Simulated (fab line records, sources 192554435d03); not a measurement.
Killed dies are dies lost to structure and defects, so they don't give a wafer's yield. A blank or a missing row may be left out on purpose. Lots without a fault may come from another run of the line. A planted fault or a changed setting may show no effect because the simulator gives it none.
Problem report in the 8D (eight disciplines) form, filled by code | flow n5_finfet | the parts of the form that need people (team, actions taken, sign-off) are left out

1. THE PROBLEM
plate_temp_C at N5_BEOL_M5_COAT_65 reads a mean of 231.66 C on 6 wafers of 2 lots; wafers without a fault read 250.01 C with a standard deviation of 0.15. That is -99 or more standard deviations from the usual mean.
The step: time 60 s, resist thk 60 nm.
First seen on wafer L782.2, day 12 12:53, on litho_track-03. The record holds 18 wafers of 6 lots with a number at this step. Rule for "out", or "out of limits": more than 4 standard deviations from the usual mean. The other wafers with a number count as sound.

2. WHAT IT IS AND WHAT IT IS NOT
question                    | is                                 | is not
which readings at this step | plate_temp_C, heater_power_total_W | spin_speed_rpm
which lots                  | L782, L783                         | L769, L777, L784, L788
which wafers of those lots  | all that have a number             | -
read on which tools         | litho_track-03                     | litho_track-02, litho_track-04
when                        | from day 12 12:53                  | up to then (6 sound wafers); but 6 sound wafers of L784, L788 came after

3. SUSPECTS, AND WHAT RULES EACH OUT
Counting: a tool at a process step up to the reading stays a suspect if it ran every lot that is out and no sound lot after the first of them.
- litho_track-03 at N5_BEOL_M5_COAT_65 (time 60 s, resist thk 60 nm): kept. It ran every lot that is out, first L782 (day 12 12:53), and no sound lot after that; its last sound lot up to then is L777 (day 11 12:07). Its own readings are out on those wafers: heater_power_total_W, plate_temp_C.
Left after counting: litho_track-03 at N5_BEOL_M5_COAT_65.

4. THE CAUSE (what the simulator had put in)
Process parameter drift: litho_track-03, from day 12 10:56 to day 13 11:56, at N5_BEOL_M5_COAT_65. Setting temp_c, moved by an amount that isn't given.
Counting left only this tool.

5. THE CHAIN OF EFFECTS, in route order
Each row: a reading whose mean over the struck wafers that have a number lies more than 3 standard deviations from the usual. Only readings for which the record gives a usual standard deviation are gone through. hours: the time from each lot's start at the first step in this table that gives one to its start at this step, as a median over the lots. sigmas: the change in usual standard deviations.
hours | step               | reading              | usual    | on struck wafers | change | sigmas
0     | N5_BEOL_M5_COAT_65 | heater_power_total_W | 500.5 W  | 455.0            | -45.5  | -25
0     | N5_BEOL_M5_COAT_65 | plate_temp_C         | 250.01 C | 231.66           | -18.35 | -99 or more
The process steps in it:
- N5_BEOL_M5_COAT_65: time 60 s, resist thk 60 nm.

6. WHAT WOULD HAVE CAUGHT IT SOONER
In this record the first reading out of limits was taken at day 12 12:53, 2 hours after the fault began at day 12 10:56.
